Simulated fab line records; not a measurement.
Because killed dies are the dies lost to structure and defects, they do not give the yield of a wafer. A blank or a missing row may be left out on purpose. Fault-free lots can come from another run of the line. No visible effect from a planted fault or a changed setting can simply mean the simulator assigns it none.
Problem report in the 8D (eight disciplines) form, filled by code :: flow n5_finfet :: the parts of the form that need people (team, actions taken, sign-off) are left out

1. WHAT IS WRONG
At N5_BEOL_M15_COAT_04, spin_speed_rpm averages 1837.5 rpm over 6 wafers from 2 lots, while fault-free wafers read 1703.9 rpm, standard deviation 1. So: +99 or more standard deviations from the usual mean.
The step: resist thk 800 nm.
First seen on wafer L649.2, day 14 05:31, on litho_track-04. At this step, 33 wafers from 11 lots have a number in the record. The rule behind "out" and "out of limits": a value lying over 4 standard deviations away from the usual mean. The rest of the wafers with a number are treated as sound.

2. WHAT IT IS, WHAT IT ISN'T
question: which readings at this step
is: spin_speed_rpm
is not: -

question: which lots
is: L649, L651
is not: L640, L641, L644, L650, L655, L656, L658, L659, L661

question: which wafers of those lots
is: all that have a number
is not: -

question: read on which tools
is: litho_track-04
is not: litho_track-01, litho_track-02

question: when
is: from day 14 05:31
is not: up to then (12 sound wafers); but 15 sound wafers of L655, L656, L658, L659, L661 came after

3. THE SUSPECTS, EACH WITH WHAT RULES IT OUT
Counting: a tool at a process step up to the reading stays a suspect if it ran every lot that is out and no sound lot after the first of them.
- litho_track-04 at N5_BEOL_M15_COAT_04 (resist thk 800 nm): kept. All lots that are out passed through it, beginning with L649 at day 14 05:31, and no sound lot followed; its final sound lot before that point was L650 at day 14 04:59. Out on those wafers are its own readings of spin_speed_rpm.
The count leaves litho_track-04 at N5_BEOL_M15_COAT_04.

4. THE CAUSE (what the simulator had put in)
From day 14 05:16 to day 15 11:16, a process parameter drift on litho_track-04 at N5_BEOL_M15_COAT_04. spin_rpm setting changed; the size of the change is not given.
After counting, this tool was the only one left.

5. THE EFFECT CHAIN, in route order
Rows list readings where the struck wafers' mean (over those with a number) sits beyond 3 standard deviations from the usual. Readings are gone through only where the record gives a usual standard deviation; hours: the median, over the lots, of the time from a lot's start at the first step in this table giving one to that lot's start at this step; sigmas: the change measured in usual standard deviations.
hours: 0
step: N5_BEOL_M15_COAT_04
reading: spin_speed_rpm
usual: 1703.9 rpm
on struck wafers: 1837.5
change: +133.6
sigmas: +99 or more
Its process steps:
- N5_BEOL_M15_COAT_04: resist thk 800 nm.
Later measuring or inspecting steps at which every struck wafer that the step has a row for has a number for every such reading, and none has moved that far: N5_BEOL_M15_CD_MEAS_10.

6. WHAT WOULD HAVE CAUGHT IT SOONER
In this record no reading fell out of limits until day 14 05:31, 0 hours after the fault had begun at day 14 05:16.
